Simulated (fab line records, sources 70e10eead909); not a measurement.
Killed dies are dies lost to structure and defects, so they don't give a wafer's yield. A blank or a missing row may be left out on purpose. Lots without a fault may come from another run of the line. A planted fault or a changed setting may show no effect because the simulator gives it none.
fab line records | flow nand_harc
record lots=7 wafers=21 last_day=34
route steps=1302 shown A_STAIRCASE@792
lots that met no fault: from a run of the same line without faults
start_h: hours from the record's first day to the start of the lot's first wafer shown | wait_h: hours since the lot's step before | " the same as in the row above | L1.1+2: a row that stands for several wafers | - no value, or no start given | * or withheld: withheld | < > ~ a bound
route shown NAME@n: a module of which the file shows steps, and the number in the route of the first | usual: mean/standard deviation of fault-free wafers | same: alike in all rows | chamber/n: place in a boat | sites: the reading at each site | _std_site: their standard deviation | _edge_site: outer sites' mean less inner sites' | radius_mm: how far each site lies from the wafer's centre | mask NAME#n: copy n | behind: the tool/chamber that last shaped the wafer | hold: why the lot was held/for how many hours/how that ended | device: the transistor (n, p or np) that didn't switch | end of line: the same wafers' tests at the end of the route | a step without rows: its recipe alone | killed: dies lost to structure and defects at the first sort, not the wafer's yield | map: a wafer's dies, x killed, . not, _ none there
set.NAME: the setting as run; set.NAME@STEP: as run at that earlier step | model.NAME: the simulator's own value behind a step, which no gauge read
lots at some steps of the route; a table a step, a row a wafer
services: from which hour (start_h, from the record's first day; less than 0 if before it) a tool's chamber was out of use, for how many hours, and why
## steps
# step NHARC_A_STAIRCASE_PRECLEAN_276
# recipe time_s=* temp_c=50 bath_age_min=0 chemistry=SC1
# step NHARC_A_STAIRCASE_SRD_277
# step NHARC_A_STAIRCASE_HM_DEP_459
# recipe target_thk_a=15000 temp_c=400 material=aC
# usual throttle_valve_pct=34.999/0.01
# columns lot.wafer tool chamber start_h wait_h throttle_valve_pct
L228.1 acl_dep-02 0 419.86 0.2 34.984
L228.3 " 0 " " 35.003
L228.4 " 0 " " 34.999
L230.1 acl_dep-02 0 449.70 2.9 35.021
L230.4 " 0 " " 34.999
L230.6 " 0 " " 35.009
L231.2 acl_dep-03 0 456.82 0.4 35.008
L231.3 " 0 " " 35.013
L231.5 " 0 " " 34.994
L238.1 acl_dep-03 0 534.20 1.4 34.997
L238.2 " 0 " " 35.023
L238.3 " 0 " " 35.001
L241.3 acl_dep-03 0 555.83 1.6 34.994
L241.4 " 0 " " 34.995
L241.5 " 0 " " 34.996
L243.1 acl_dep-01 0 581.13 0.1 34.997
L243.2 " 0 " " 34.983
L243.3 " 0 " " 35.007
L245.1 acl_dep-02 0 608.16 0.2 35.007
L245.2 " 0 " " 34.992
L245.6 " 0 609.68 1.7 34.995
# step NHARC_A_STAIRCASE_DEP_280
# recipe target_thk_a=300 target_thk_nm=30 temp_c=400 pressure_torr=3.5 flow_sccm=200 rf_w=350 material=SiON
# usual heater_power_w=678/65
# columns lot.wafer tool chamber start_h wait_h heater_power_w
L228.1 pecvd-02 0 421.70 1.5 790
L228.3 " 1 " " 636
L228.4 " 0 " " 777
L230.1 pecvd-02 2 451.62 1.6 679
L230.6 " 0 " " 750
L230.4 " 2 " " 695
L231.2 pecvd-01 2 458.36 1.2 719
L231.3 " 1 " " 604
L231.5 " 1 " " 606
L238.2 pecvd-02 0 536.03 1.2 663
L238.1 " 1 " " 679
L238.3 " 2 " " 718
L241.3 pecvd-04 0 557.13 1.0 629
L241.5 " 1 " " 771
L241.4 " 2 " " 573
L243.2 pecvd-01 1 583.01 1.3 652
L243.1 " 2 " " 658
L243.3 " 0 " " 725
L245.2 pecvd-04 2 610.01 1.2 634
L245.1 " 1 " " 723
L245.6 " 2 " " 646
# step NHARC_A_STAIRCASE_DEHYDRATE_281
# recipe temp_c=150 time_s=120
# step NHARC_A_STAIRCASE_HMDS_282
# recipe time_s=30
# step NHARC_A_STAIRCASE_COAT_283
# recipe spin_rpm=1200
# step NHARC_A_STAIRCASE_SOFTBAKE_284
# recipe temp_c=135 time_s=170
# step NHARC_A_STAIRCASE_EBR_285
# step NHARC_A_STAIRCASE_EXPOSE_286
# recipe na=0.5 dose_mj=25.01 mask_id=CHOP_100
# step NHARC_A_STAIRCASE_PEB_287
# recipe peb_temp_c=115 peb_time_s=130
# step NHARC_A_STAIRCASE_DEVELOP_288
# recipe time_s=140
# usual chill_plate_temp_C=23.01/0.11 exhaust_pa=45.0/0.88
# columns lot.wafer tool chamber start_h wait_h chill_plate_temp_C exhaust_pa
L228.1 litho_track-03 - 422 - - -
L228.3 " - " " - -
L228.4 " - " " - -
L230.1 litho_track-05 - 452 - - -
L230.4 " - " " - -
L230.6 " - " " - -
L231.2 litho_track-05 - 459 - - -
L231.3 " - " " - -
L231.5 " - " " - -
L238.1 litho_track-03 0 536 - 23.01 44.3
L238.2 " 0 " " 22.88 44.2
L238.3 " 0 " " 23.04 44.1
L241.3 litho_track-07 0 557 - 22.98 46.0
L241.4 " 0 " " 22.90 44.6
L241.5 " 0 " " 22.94 46.6
L243.1 litho_track-03 0 583 - 22.91 47.3
L243.2 " 0 " " 22.93 46.8
L243.3 " 0 " " 23.22 46.9
L245.1 litho_track-07 0 610 - 22.96 45.6
L245.2 " 0 " " 23.09 45.2
L245.6 " 0 " " 22.97 45.1
## services
# columns tool chamber start_h hours kind
pecvd-02 - 408.56 13.0 pm
pecvd-02 0 408.56 13.0 vent_cycle
pecvd-02 1 408.56 13.0 vent_cycle
pecvd-02 2 408.56 13.0 vent_cycle
pecvd-02 0 421.56 - clean
pecvd-02 1 421.56 - clean
litho_track-07 - 426.00 7.0 pm
acl_dep-02 - 427.82 13.0 pm
litho_track-03 - 450.00 7.0 pm
pecvd-04 - 450.65 13.0 pm
pecvd-01 - 451.35 1.0 repair
litho_track-05 - 474.00 7.0 pm
pecvd-01 0 474.91 17.9 repair
acl_dep-03 - 480.60 13.0 pm
pecvd-01 - 492.09 13.0 pm
pecvd-04 1 492.80 18.8 repair
pecvd-04 1 512.93 2.7 repair
pecvd-02 - 549.54 13.7 repair
acl_dep-01 - 550.24 13.0 pm
pecvd-04 2 573.66 14.5 repair
pecvd-02 - 589.68 13.0 pm
pecvd-01 1 594.58 13.5 repair
litho_track-07 - 601.00 7.0 pm
acl_dep-02 - 609.99 13.0 pm
## key
first_sign step=NHARC_A_STAIRCASE_DEVELOP_288 reading=tool_record direction=missing
effect none on later readings
met_at NHARC_A_STAIRCASE_DEVELOP_288
struck_wafers L228.1,L228.3,L228.4,L230.1,L230.4,L230.6,L231.2,L231.3,L231.5
later_rows_left_out L228.1,L228.3,L228.4,L230.1,L230.4,L230.6,L231.2,L231.3,L231.5
sort_left_out L228.1,L228.3,L228.4,L230.1,L230.4,L230.6,L231.2,L231.3,L231.5
tester_left_out L228,L230,L231
fault kind=skipped_step_whole tool=litho_track-03,litho_track-05 chamber=- onset_h=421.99 steps=NHARC_A_STAIRCASE_DEVELOP_288 scope=struck_lots_only
# tester_left_out: of these lots the tester's yield and bins aren't shown, on N5 and GAA mostly nor the transistor test; their killed dies are dies lost to structure and defects alone, not to doping, threshold or leakage, so they don't give the yield
# sort_left_out: the simulated sort isn't trusted on such a fault, so these wafers' sort isn't shown, and their yield isn't known
# later_rows_left_out: the simulator's readings of these wafers behind a module that went badly wrong aren't trusted and aren't shown, but for the sort
